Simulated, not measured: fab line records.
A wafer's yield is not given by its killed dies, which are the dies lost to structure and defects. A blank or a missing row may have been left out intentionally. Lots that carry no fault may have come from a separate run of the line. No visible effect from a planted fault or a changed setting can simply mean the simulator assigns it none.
Matching of chambers :: flow n5 finfet :: 4 sister chambers for N5_BEOL_M1_DESCUM_16 on rie diel-03
The step chemistry O2, time 7 s. 20 wafers are shown with their chamber, then 10 later ones without.

EACH WAFER AND ITS CHAMBER
wafer: L076.1
chamber: 0
showerhead plenum p Torr (Torr): 2.10
drypump motor current A (A): 6.25
throttle valve pct (%): 20.73

wafer: L076.3
chamber: 1
showerhead plenum p Torr (Torr): 2.01
drypump motor current A (A): 5.64
throttle valve pct (%): 20.49

wafer: L076.5
chamber: 2
showerhead plenum p Torr (Torr): 2.20
drypump motor current A (A): 5.71
throttle valve pct (%): 20.59

wafer: L078.1
chamber: 0
showerhead plenum p Torr (Torr): 2.10
drypump motor current A (A): 6.27
throttle valve pct (%): 20.76

wafer: L078.3
chamber: 3
showerhead plenum p Torr (Torr): 1.98
drypump motor current A (A): 5.81
throttle valve pct (%): 20.55

wafer: L078.5
chamber: 0
showerhead plenum p Torr (Torr): 2.10
drypump motor current A (A): 6.27
throttle valve pct (%): 20.74

wafer: L079.1
chamber: 2
showerhead plenum p Torr (Torr): 2.20
drypump motor current A (A): 5.69
throttle valve pct (%): 20.62

wafer: L079.2
chamber: 3
showerhead plenum p Torr (Torr): 1.98
drypump motor current A (A): 5.76
throttle valve pct (%): 20.55

wafer: L079.4
chamber: 1
showerhead plenum p Torr (Torr): 2.01
drypump motor current A (A): 5.59
throttle valve pct (%): 20.51

wafer: L080.2
chamber: 1
showerhead plenum p Torr (Torr): 2.01
drypump motor current A (A): 5.60
throttle valve pct (%): 20.51

wafer: L080.4
chamber: 3
showerhead plenum p Torr (Torr): 1.98
drypump motor current A (A): 5.80
throttle valve pct (%): 20.54

wafer: L080.5
chamber: 0
showerhead plenum p Torr (Torr): 2.09
drypump motor current A (A): 6.26
throttle valve pct (%): 20.74

wafer: L082.1
chamber: 1
showerhead plenum p Torr (Torr): 2.01
drypump motor current A (A): 5.61
throttle valve pct (%): 20.51

wafer: L082.4
chamber: 2
showerhead plenum p Torr (Torr): 2.19
drypump motor current A (A): 5.69
throttle valve pct (%): 20.61

wafer: L082.6
chamber: 1
showerhead plenum p Torr (Torr): 2.01
drypump motor current A (A): 5.58
throttle valve pct (%): 20.51

wafer: L085.2
chamber: 0
showerhead plenum p Torr (Torr): 2.09
drypump motor current A (A): 6.28
throttle valve pct (%): 20.76

wafer: L085.3
chamber: 2
showerhead plenum p Torr (Torr): 2.19
drypump motor current A (A): 5.69
throttle valve pct (%): 20.64

wafer: L085.6
chamber: 1
showerhead plenum p Torr (Torr): 2.01
drypump motor current A (A): 5.59
throttle valve pct (%): 20.53

wafer: L086.3
chamber: 2
showerhead plenum p Torr (Torr): 2.19
drypump motor current A (A): 5.69
throttle valve pct (%): 20.64

wafer: L086.4
chamber: 1
showerhead plenum p Torr (Torr): 2.00
drypump motor current A (A): 5.59
throttle valve pct (%): 20.55

SIGNATURES (means of the wafers above)
reading: showerhead plenum p Torr
chamber 0: 2.0960
chamber 1: 2.0086
chamber 2: 2.1940
chamber 3: 1.9800
scatter within a chamber: 0.00451

reading: drypump motor current A
chamber 0: 6.2660
chamber 1: 5.6000
chamber 2: 5.6940
chamber 3: 5.7900
scatter within a chamber: 0.017

reading: throttle valve pct
chamber 0: 20.7460
chamber 1: 20.5157
chamber 2: 20.6200
chamber 3: 20.5467
scatter within a chamber: 0.0172
Rule: distance of a wafer from a chamber = root of the sum over the readings of ((wafer's reading minus chamber's mean) / reading's scatter) squared. If the next closest chamber is less than 2 further off than the closest, the wafer can't be placed; otherwise it belongs to the closest. The scatter is the square root of a quotient: the sum, over the shown wafers, of each reading's squared deviation from its chamber's mean, divided by wafers minus chambers.

WAFERS MISSING THEIR CHAMBER
wafer: L086.6
showerhead plenum p Torr (Torr): 2.19
drypump motor current A (A): 5.69
throttle valve pct (%): 20.65

wafer: L088.3
showerhead plenum p Torr (Torr): 2.09
drypump motor current A (A): 6.26
throttle valve pct (%): 20.77

wafer: L088.4
showerhead plenum p Torr (Torr): 2.00
drypump motor current A (A): 5.61
throttle valve pct (%): 20.55

wafer: L088.6
showerhead plenum p Torr (Torr): 2.24
drypump motor current A (A): 5.79
throttle valve pct (%): 20.12

wafer: L093.1
showerhead plenum p Torr (Torr): 2.19
drypump motor current A (A): 5.72
throttle valve pct (%): 20.65

wafer: L093.3
showerhead plenum p Torr (Torr): 2.08
drypump motor current A (A): 6.28
throttle valve pct (%): 20.78

wafer: L093.4
showerhead plenum p Torr (Torr): 2.24
drypump motor current A (A): 5.78
throttle valve pct (%): 20.14

wafer: L096.1
showerhead plenum p Torr (Torr): 2.08
drypump motor current A (A): 6.28
throttle valve pct (%): 20.79

wafer: L096.4
showerhead plenum p Torr (Torr): 2.23
drypump motor current A (A): 5.81
throttle valve pct (%): 20.15

wafer: L096.5
showerhead plenum p Torr (Torr): 2.23
drypump motor current A (A): 5.79
throttle valve pct (%): 20.17

CHAMBER TAKEN BY EACH
wafer: L086.6
from the rows above: 2
in truth: 2

wafer: L088.3
from the rows above: 0
in truth: 0

wafer: L088.4
from the rows above: 1
in truth: 1

wafer: L088.6
from the rows above: 2
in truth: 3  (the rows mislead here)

wafer: L093.1
from the rows above: 2
in truth: 2

wafer: L093.3
from the rows above: 0
in truth: 0

wafer: L093.4
from the rows above: 2
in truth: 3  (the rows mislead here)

wafer: L096.1
from the rows above: 0
in truth: 0

wafer: L096.4
from the rows above: 2
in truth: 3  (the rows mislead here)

wafer: L096.5
from the rows above: 2
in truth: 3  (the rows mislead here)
6 of 10 placed correctly. Left unplaced by these rows: 0. 4 placed wrongly.
